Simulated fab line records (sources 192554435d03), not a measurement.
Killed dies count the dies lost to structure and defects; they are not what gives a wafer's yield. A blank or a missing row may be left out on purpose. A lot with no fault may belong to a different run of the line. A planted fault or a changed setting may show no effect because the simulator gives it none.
fab line records	flow n5-finfet
record lots=9	wafers=27	last-day=18
route steps=1938 shown BEOL_M0@729 BEOL_M1@753 BEOL_M4@1111 PASSIVATION@1936
lots that met no fault: taken from a fault-free run of the same line
start-h: start of the lot's first displayed wafer, in hours after the record's first day	wait-h: how many hours have passed since the lot's step before this one	" identical to the entry in the row above	L1.1+2: several wafers, shown together as one row	- no value present, or no start provided	* or withheld: withheld	< > ~ a bound
route shown NAME@n: names a module that has steps shown in the file, with the first one's number in the route	usual: mean/standard deviation of fault-free wafers	same: alike in all rows	chamber/n: place in a boat	sites: per-site readings	_std_site: their standard deviation	_edge_site: outer sites' mean less inner sites'	radius-mm: for every site, how far away it sits from the centre of the wafer	mask NAME#n: copy n	behind: the last tool/chamber to shape the wafer	hold: reason for holding the lot/hours on hold/outcome of the hold	device: the transistor (n, p or np) that didn't switch	end of line: the route-end tests of the same wafers	where a step has no rows: the recipe by itself	killed: dies that structure and defects cost at the first sort, which is not the same as the wafer's yield	map: shows each die of a wafer: x if killed, . if not, _ if none is there
set.NAME: the setting that was run; set.NAME@STEP: the one run at that earlier step	model.NAME: the simulator's own value behind a step, which no gauge read
steps of the route over a sample of lots; a table a step, a row a wafer
services: when a tool's chamber went out of use (start-h, in hours from the record's first day, below 0 if earlier), for how many hours, and the reason
## steps
# step N5_BEOL_M0_DEGAS_112
# recipe ambient=vacuum	temp-c=250	time-s=60
# usual heater-power-w=338/34
lot.wafer	tool	chamber	start-h	wait-h	heater-power-w
L289.2	pvd-sputter-01	-	113.95	0.3	360
L289.3	"	-	"	"	326
L289.6	"	-	"	"	356
L290.2	pvd-sputter-02	-	125.64	0.3	353
L290.4	"	-	"	"	421
L290.5	"	-	"	"	327
L292.3	pvd-sputter-03	-	137.68	0.4	278
L292.5	"	-	"	"	279
L292.6	"	-	"	"	355
L303.3	pvd-sputter-02	-	202.03	0.7	410
L303.5	"	-	"	"	336
L303.6	"	-	"	"	408
L305.2	pvd-sputter-02	-	209.65	0.6	356
L305.3	"	-	"	"	330
L305.4	"	-	"	"	400
L307.1	pvd-sputter-01	-	222.54	0.5	318
L307.2	"	-	"	"	320
L307.3	"	-	"	"	358
L309.1	pvd-sputter-03	-	242.23	2.0	346
L309.4	"	-	"	"	357
L309.5	"	-	"	"	331
L311.1	pvd-sputter-02	-	252.57	0.7	312
L311.3	"	-	"	"	325
L311.4	"	-	"	"	410
L312.3	pvd-sputter-01	-	255.64	0.7	321
L312.5	"	-	"	"	324
L312.6	"	-	"	"	319
# step N5_BEOL_M0_PRE_CLEAN_131
# recipe gas=NH3/H2	time-s=15	temp-c=*	rf-power-w=300
# usual heater-power-w=83/9.4
lot.wafer	tool	chamber	start-h	wait-h	heater-power-w	since-wet-clean-h
L289.2	cvd-co-01	2	117.53	0.0	99	199
L289.3	"	0	"	"	77	659
L289.6	"	1	"	"	74	-
L290.2	cvd-co-01	2	128.90	0.0	95	211
L290.4	"	1	"	"	72	-
L290.5	"	0	"	"	77	-
L292.3	cvd-co-01	0	139.64	0.0	78	681
L292.5	"	2	"	"	97	-
L292.6	"	0	"	"	79	-
L303.3	cvd-co-01	2	203.96	0.0	99	286
L303.5	"	1	"	"	75	-
L303.6	"	2	"	"	98	-
L305.2	cvd-co-01	1	211.50	0.0	73	1190
L305.3	"	2	"	"	97	293
L305.4	"	0	"	"	79	-
L307.1	cvd-co-01	0	226.05	0.0	77	767
L307.2	"	1	"	"	71	1205
L307.3	"	2	"	"	96	308
L309.1	cvd-co-01	1	244.00	0.0	71	1223
L309.4	"	1	"	"	74	-
L309.5	"	0	"	"	78	-
L311.1	cvd-co-01	1	254.25	0.0	73	1233
L311.3	"	0	"	"	79	796
L311.4	"	1	"	"	72	-
L312.3	cvd-co-01	2	260.16	0.3	97	342
L312.5	"	2	"	"	100	-
L312.6	"	1	"	"	74	-
# step N5_BEOL_M0_CO_CAP_123
# recipe material=Co	target-thk-a=20	temp-c=200	precursor=CCTBA/H2	pressure-torr=30	time-s=102.1
# usual heater-power-w=233/12
lot.wafer	tool	chamber	start-h	wait-h	heater-power-w	since-wet-clean-h
L289.2	cvd-co-01	2	117.57	0.0	245	200
L289.3	"	0	"	"	220	659
L289.6	"	1	"	"	217	-
L290.2	cvd-co-01	2	128.94	0.0	256	211
L290.4	"	1	"	"	224	-
L290.5	"	0	"	"	224	-
L292.3	cvd-co-01	0	139.68	0.0	231	681
L292.5	"	2	"	"	257	-
L292.6	"	0	"	"	222	-
L303.3	cvd-co-01	2	204.00	0.0	253	286
L303.5	"	1	"	"	222	-
L303.6	"	2	"	"	251	-
L305.2	cvd-co-01	1	211.54	0.0	229	1190
L305.3	"	2	"	"	250	293
L305.4	"	0	"	"	233	-
L307.1	cvd-co-01	0	226.09	0.0	224	767
L307.2	"	1	"	"	223	1205
L307.3	"	2	"	"	259	308
L309.1	cvd-co-01	1	244.04	0.0	220	1223
L309.4	"	1	"	"	223	-
L309.5	"	0	"	"	222	-
L311.1	cvd-co-01	1	254.29	0.0	223	1233
L311.3	"	0	"	"	232	796
L311.4	"	1	"	"	226	-
L312.3	cvd-co-01	2	260.20	0.0	253	342
L312.5	"	2	"	"	249	-
L312.6	"	1	"	"	224	-
# step N5_BEOL_M1_PECVD_72
# recipe material=SiO2	target-thk-a=160	temp-c=400	precursor=TEOS/O2	pressure-torr=5.5	rf-w=450	teos-flow-sccm=53.8	gas=O2	flow-sccm=3000	time-s=18
# usual heater-power-w=751/99	showerhead-plenum-p-Torr=8.78/0.057	susceptor-temp-C=399.99/0.21	throttle-valve-pct=21.9/0.56
lot.wafer	tool	chamber	start-h	wait-h	heater-power-w	showerhead-plenum-p-Torr	since-wet-clean-h	susceptor-temp-C	throttle-valve-pct
L289.2	pecvd-04	0	117.92	0.0	807	8.80	641	400.02	21.5
L289.3	"	2	"	"	803	8.69	2091	400.08	22.2
L289.6	"	0	"	"	806	8.81	-	399.81	21.7
L290.2	pecvd-03	2	129.29	0.0	656	8.72	442	400.14	21.1
L290.4	"	1	"	"	885	8.78	-	400.03	22.0
L290.5	"	0	"	"	654	8.87	-	400.50	22.8
L292.3	pecvd-04	1	140.03	0.0	757	8.81	1388	400.17	21.3
L292.5	"	1	"	"	733	8.82	-	400.21	21.2
L292.6	"	2	"	"	854	8.71	-	399.81	22.3
L303.3	pecvd-04	0	204.39	0.1	506	8.81	-	351.08	21.9
L303.5	"	1	"	"	399	8.81	-	350.72	21.6
L303.6	"	0	"	"	519	8.78	-	351.10	21.8
L305.2	pecvd-04	0	211.92	0.0	592	8.82	735	350.71	21.8
L305.3	"	0	"	"	601	8.81	-	350.87	21.8
L305.4	"	1	"	"	469	8.83	-	351.11	21.4
L307.1	pecvd-03	0	226.47	0.0	631	8.87	1293	400.02	23.0
L307.2	"	1	"	"	864	8.80	2018	400.17	21.5
L307.3	"	2	"	"	592	8.75	539	399.78	21.5
L309.1	pecvd-01	0	244.39	0.0	616	8.77	1130	400.12	22.9
L309.4	"	1	"	"	785	8.85	-	399.83	22.1
L309.5	"	2	"	"	693	8.69	-	399.90	21.9
L311.1	pecvd-01	1	254.67	0.0	876	8.84	1865	399.98	22.0
L311.3	"	2	"	"	636	8.72	439	400.08	21.9
L311.4	"	0	"	"	651	8.79	-	399.97	23.0
L312.3	pecvd-03	0	260.55	0.0	647	8.85	1327	400.25	22.9
L312.5	"	2	"	"	675	8.73	-	399.97	21.2
L312.6	"	1	"	"	795	8.79	-	400.15	21.7
# step N5_BEOL_M1_CMP_52
# recipe stop-on=SiOC	t-overpolish-s=6.8	down-force-psi=1	platen-rpm=50	clearing-platen-down-force-psi=1.5	clearing-platen-rpm=50	post-cmp-clean=cu-alkaline	target-thk-nm=40	clearing-platen-pad-velocity-m-s=0.99484	pad-velocity-m-s=0.99484
# usual barrier-field-endpoint-s=24.6/0.57	motor-current-A=6.1/0.57	retaining-ring-pressure-frac=1.000/0.0059
lot.wafer	tool	chamber	start-h	wait-h	barrier-field-endpoint-s	motor-current-A	retaining-ring-pressure-frac
L289.3	cmp-04	2	135.51	0.2	23.9	6.0	1.002
L289.2	"	0	"	"	23.9	6.4	1.007
L289.6	"	2	"	"	24.1	5.9	0.995
L290.4	cmp-02	3	136.49	0.1	23.4	4.9	0.994
L290.2	"	2	"	"	23.5	6.9	1.000
L290.5	"	0	"	"	24.1	6.5	0.995
L292.3	cmp-04	3	148.84	0.3	24.2	6.0	0.999
L292.6	"	0	"	"	24.0	6.3	1.005
L292.5	"	1	"	"	24.4	6.1	0.997
L303.3	cmp-01	2	212.01	0.3	30.7	6.2	0.998
L303.5	"	2	"	"	30.9	6.1	1.003
L303.6	"	3	"	"	30.6	5.5	1.002
L305.2	cmp-01	2	221.74	0.2	30.5	6.3	1.000
L305.3	"	3	"	"	30.1	5.8	1.000
L305.4	"	0	"	"	30.3	7.0	1.008
L307.1	cmp-02	1	239.69	0.3	25.1	6.8	1.003
L307.3	"	2	"	"	24.5	6.8	0.997
L307.2	"	0	"	"	24.3	6.9	1.006
L309.4	cmp-02	0	253.24	0.2	25.2	6.2	0.992
L309.1	"	2	"	"	23.4	7.5	0.992
L309.5	"	0	"	"	25.0	6.9	0.993
L311.1	cmp-04	3	264.59	0.3	24.7	6.0	1.010
L311.3	"	0	"	"	24.9	6.2	0.999
L311.4	"	1	"	"	24.5	5.9	1.004
L312.3	cmp-04	0	270.90	0.2	24.9	6.3	0.996
L312.5	"	2	"	"	24.8	5.7	0.998
L312.6	"	3	"	"	24.5	6.0	0.992
# step N5_BEOL_M4_RC_MEAS_101
# usual DIBL_N=36.4/1.7	DIBL_P=36.4/2.1	IOFF_N=0.16/0.035	IOFF_P=0.21/0.035	ION_N=680/11	ION_P=465/6.8	SS_N=71.5/0.58	SS_P=73.2/0.72	VT_N=249/3.6	VT_P=-250/3.1
lot.wafer	tool	chamber	start-h	wait-h	DIBL_N[mV/V]	DIBL_P[mV/V]	IOFF_N[nA/um]	IOFF_P[nA/um]	ION_N[uA/um]	ION_P[uA/um]	SS_N[mV/dec]	SS_P[mV/dec]	VT_N[mV]	VT_P[mV]
L290.2	prober-02	0	176.91	0.2	34.6	34.5	0.14	0.19	669	462	71.7	72.8	252	-248
L290.4	"	0	"	"	34.0	33.7	0.13	0.17	667	460	71.6	72.1	253	-253
L290.5	"	0	"	"	37.1	37.9	0.18	0.23	689	467	71.5	73.1	246	-247
L289.2	prober-02	0	180.10	0.2	38.5	37.3	0.18	0.21	693	464	71.5	73.9	246	-248
L289.3	"	0	"	"	37.1	34.6	0.14	0.17	685	461	71.3	73.2	253	-254
L289.6	"	0	"	"	36.7	34.6	0.14	0.15	668	447	71.4	73.4	253	-254
L292.3	prober-01	0	191.48	0.3	35.5	36.7	0.17	0.22	701	472	71.6	73.9	246	-246
L292.5	"	0	"	"	36.5	37.4	0.20	0.23	691	463	71.4	73.5	246	-246
L292.6	"	0	"	"	34.6	35.5	0.16	0.19	686	464	71.5	73.5	250	-251
L303.3	prober-01	0	256.67	0.3	34.4	34.9	0.12	0.16	665	453	69.9	72.7	255	-258
L303.5	"	0	"	"	36.8	37.8	0.15	0.20	668	456	71.1	73.4	254	-252
L303.6	"	0	"	"	37.4	38.2	0.16	0.20	682	465	71.3	73.6	253	-254
L305.2	prober-01	0	268.61	0.2	34.6	35.4	0.13	0.18	671	468	69.9	72.8	252	-253
L305.3	"	0	"	"	35.9	36.7	0.16	0.20	684	471	71.1	73.8	251	-252
L305.4	"	0	"	"	36.6	36.7	0.17	0.19	684	466	71.0	73.2	253	-252
L307.1	prober-02	0	278.91	0.0	34.0	33.9	0.12	0.15	664	457	71.4	72.0	256	-253
L307.2	"	0	"	"	37.2	36.5	0.16	0.19	674	458	71.8	72.7	250	-252
L307.3	"	0	"	"	35.8	35.5	0.14	0.18	676	464	70.8	72.2	252	-255
L309.1	prober-01	0	302.39	0.0	36.7	38.0	0.19	0.23	681	460	71.7	73.4	245	-249
L309.4	"	0	"	"	35.4	35.9	0.17	0.19	684	460	71.5	73.1	246	-253
L309.5	"	0	"	"	35.4	36.5	0.18	0.19	690	466	71.6	73.5	248	-254
L311.1	prober-01	0	306.11	0.5	38.1	38.2	0.17	0.26	678	476	71.5	74.7	251	-248
L311.3	"	0	"	"	36.0	34.8	0.14	0.20	674	470	71.9	72.7	252	-250
L311.4	"	0	"	"	34.3	33.1	0.12	0.18	669	466	70.5	72.2	254	-251
L312.3	prober-01	0	309.77	0.3	36.0	36.2	0.16	0.23	678	470	71.7	72.8	248	-249
L312.5	"	0	"	"	34.6	33.8	0.12	0.19	665	464	71.1	72.1	252	-251
L312.6	"	0	"	"	38.6	39.1	0.21	0.28	692	469	72.3	74.4	247	-247
# step N5_PASSIVATION_PROBE_49
# usual defect-limited-yield=91.3/1.4	killed_at_M0_to_M3=36/11	killed_at_M4_up=13/5.2	killed-at-contacts=13/6.5	killed-at-front-end=37/11	killed-at-other=3.6/2.9	killed-dies=103/17	killed-open=68/12	killed-short=33/7.3	sort_bin_5_function=5.2/0.91	sort_bin_6_memory=3.2/0.67	sort_bin_8_speed=0.00/0.0099	sort-n-pass=1077/17	sort-yield-pct=91.3/1.4
# same gross-dies=1180	killed-at-back-side=0	sort_bin_4_leakage[%]=0
lot.wafer	tool	chamber	start-h	wait-h	defect-limited-yield[%]	killed_at_M0_to_M3	killed_at_M4_up	killed-at-contacts	killed-at-front-end	killed-at-other	killed-dies	killed-open	killed-short	sort_bin_5_function[%]	sort_bin_6_memory[%]	sort_bin_8_speed[%]	sort-n-pass	sort-yield-pct[%]
L305.2	prober-01	-	379.86	0.1	89.7	45	19	17	37	3	121	89	29	5.4	4.6	0	1059	89.7
L305.3	prober-01	-	379.91	0.1	92.3	38	5	5	38	5	91	55	36	5.2	1.9	0	1089	92.3
L305.4	prober-01	-	379.96	0.2	90.7	45	13	15	31	6	110	79	31	5.3	3.6	0	1070	90.7
# killed by level:class
L305.2 MOL_CONTACT_COAG:geometric-particle:open=14 BEOL_M3:geometric-particle:open=12 DUMMY_GATE:geometric-particle:open=9 BEOL_M0:geometric-particle:open=9 BEOL_M4:geometric-particle:open=9 FIN_SAQP:geometric-particle:short=8 BEOL_M0_SAQP:geometric-particle:open=6 BEOL_M2:geometric-particle:open=6
L305.3 FIN_SAQP:geometric-particle:open=8 FIN_SAQP:geometric-particle:short=7 BEOL_M3:geometric-particle:open=7 STI_FIN_REVEAL:geometric-particle:open=6 BEOL_M0_SAQP:geometric-particle:short=5 BEOL_M1:geometric-particle:open=5 MOL_CONTACT_COAG:geometric-particle:open=4 BEOL_M0_SAQP:geometric-particle:open=4
L305.4 MOL_CONTACT_COAG:geometric-particle:open=14 BEOL_M2:geometric-particle:open=14 BEOL_M0_SAQP:geometric-particle:open=8 FIN_SAQP:geometric-particle:short=6 BEOL_M0:geometric-particle:open=5 BEOL_M1:geometric-particle:open=5 STARTING-WAFER:geometric-particle:open=5 FIN_SAQP:geometric-particle:open=4
## services
tool	chamber	start-h	hours	kind
cmp-04	-	92.51	2.3	repair
cvd-co-01	-	97.56	0.6	repair
cmp-02	-	116.62	0.3	repair
pecvd-01	-	116.65	2.8	pm
cmp-02	-	117.34	1.2	repair
pecvd-03	-	119.53	1.7	repair
pecvd-04	0	122.10	6.5	repair
pvd-sputter-03	-	122.25	3.7	repair
cmp-02	-	137.80	2.3	repair
cmp-01	-	145.79	4.0	pm
cmp-02	-	145.88	6.5	pm
pvd-sputter-03	-	152.34	6.3	repair
cvd-co-01	-	158.36	2.8	pm
pvd-sputter-03	-	160.23	10.0	repair
cmp-04	-	182.97	5.8	pm
cmp-02	-	187.17	3.8	repair
pecvd-04	2	189.26	3.8	repair
pecvd-01	-	200.46	0.3	repair
pecvd-03	-	201.67	6.0	pm
cmp-02	-	213.67	5.1	repair
cmp-04	-	218.96	4.0	pm
cmp-04	-	226.06	0.5	repair
cmp-01	-	231.43	2.0	repair
pvd-sputter-02	-	239.55	2.6	repair
## key
first-sign step=N5_BEOL_M1_PECVD_72	reading=susceptor-temp-C	direction=down	sigmas=99+	usual=*	struck=*
effect step=N5_BEOL_M1_PECVD_72	reading=heater-power-w	direction=down	sigmas=2.4	usual=*	struck=*
effect step=N5_BEOL_M1_CMP_52	reading=barrier-field-endpoint-s	direction=up	sigmas=10	usual=24.6	struck=30.5
met-at N5_BEOL_M1_PECVD_72
struck-lots L303,L305
not-acting-at N5_BEOL_M0_DEGAS_112,N5_BEOL_M0_PRE_CLEAN_131,N5_BEOL_M0_CO_CAP_123
onset-between 140.03 204.39
fault kind=process-parameter-drift	tool=pecvd-04	chamber=-	onset-h=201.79	steps=N5_BEOL_M1_PECVD_72	channel=temp-c	offset=*	shape=step	end-h=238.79	acts-in=*	stated=*
